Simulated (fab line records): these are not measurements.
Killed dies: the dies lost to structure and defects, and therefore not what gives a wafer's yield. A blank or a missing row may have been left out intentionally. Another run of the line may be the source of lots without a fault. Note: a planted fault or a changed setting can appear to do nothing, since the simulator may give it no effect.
Matching of chambers | flow n5Finfet | 4 sister chambers for N5_MOL_CONTACT_COAG_ALD_131 on aldSin-03
The step deposits SiO2, target thk 5 nm, pulse time 1 s, co reactant pulse time 1 s. 24 wafers are shown with their chamber, then 12 later ones without.

EACH WAFER AND ITS CHAMBER
wafer  | chamber | heaterPowerW (W) | precursorPulseHeightRel
L078.1 | 0       | 76               | 1.023
L078.2 | 1       | 65               | 1.029
L078.3 | 2       | 64               | 0.996
L078.4 | 3       | 82               | 1.033
L078.5 | 0       | 78               | 0.977
L078.6 | 3       | 78               | 1.017
L079.1 | 2       | 65               | 0.994
L079.2 | 0       | 78               | 1.005
L079.3 | 3       | 81               | 0.990
L079.4 | 1       | 66               | 0.990
L079.5 | 2       | 65               | 0.979
L079.6 | 3       | 82               | 0.987
L080.1 | 0       | 78               | 0.996
L080.2 | 1       | 67               | 1.022
L080.4 | 2       | 65               | 0.979
L081.2 | 0       | 78               | 0.999
L081.5 | 1       | 65               | 0.988
L081.6 | 2       | 65               | 1.008
L084.1 | 3       | 81               | 1.005
L084.2 | 0       | 77               | 1.037
L084.3 | 1       | 66               | 1.009
L084.4 | 2       | 66               | 1.025
L084.5 | 1       | 67               | 1.002
L084.6 | 2       | 65               | 1.043

SIGNATURES (averages over the wafers above)
reading                 | chamber 0 | chamber 1 | chamber 2 | chamber 3 | scatter within a chamber
heaterPowerW            | 77.50     | 66.00     | 65.00     | 80.80     | 1.01
precursorPulseHeightRel | 1.00617   | 1.00667   | 1.00343   | 1.00640   | 0.0206
Rule: for each reading, subtract the chamber's mean from the wafer's reading, divide by that reading's scatter and square the result; add these up over the readings and take the root, which gives the wafer's distance from the chamber. If the next closest chamber is less than 2 further off than the closest, the wafer can't be placed; otherwise it belongs to the closest. The scatter: the root of (the sum of the squares of (reading less its chamber's mean) over the shown wafers, divided by (wafers less chambers)).

WAFERS WITHOUT THEIR CHAMBER
wafer  | heaterPowerW (W) | precursorPulseHeightRel
L094.1 | 80               | 1.024
L094.2 | 65               | 0.994
L094.3 | 65               | 0.966
L094.4 | 79               | 1.006
L094.5 | 67               | 1.005
L094.6 | 65               | 1.033
L095.2 | 80               | 0.981
L095.3 | 78               | 0.991
L095.5 | 83               | 1.012
L097.1 | 67               | 1.021
L097.3 | 72               | 1.005
L097.5 | 66               | 0.991

CHAMBER TAKEN BY EACH
wafer  | from the rows above          | in truth
L094.1 | can't be placed: 3 or 0      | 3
L094.2 | can't be placed: 2 or 1      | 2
L094.3 | can't be placed: 2 or 1      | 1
L094.4 | can't be placed: 0 or 3      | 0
L094.5 | can't be placed: 1 or 2      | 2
L094.6 | can't be placed: 2 or 1      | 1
L095.2 | can't be placed: 3 or 0      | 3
L095.3 | can't be placed: 0 or 3      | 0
L095.5 | 3                            | 3
L097.1 | can't be placed: 1 or 2      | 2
L097.3 | can't be placed: 0 or 1 or 2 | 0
L097.5 | can't be placed: 1 or 2      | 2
Placed correctly: 1 of 12. Not placeable from these rows: 11 (in 11, the candidates include the true chamber). Number placed wrongly: 0.
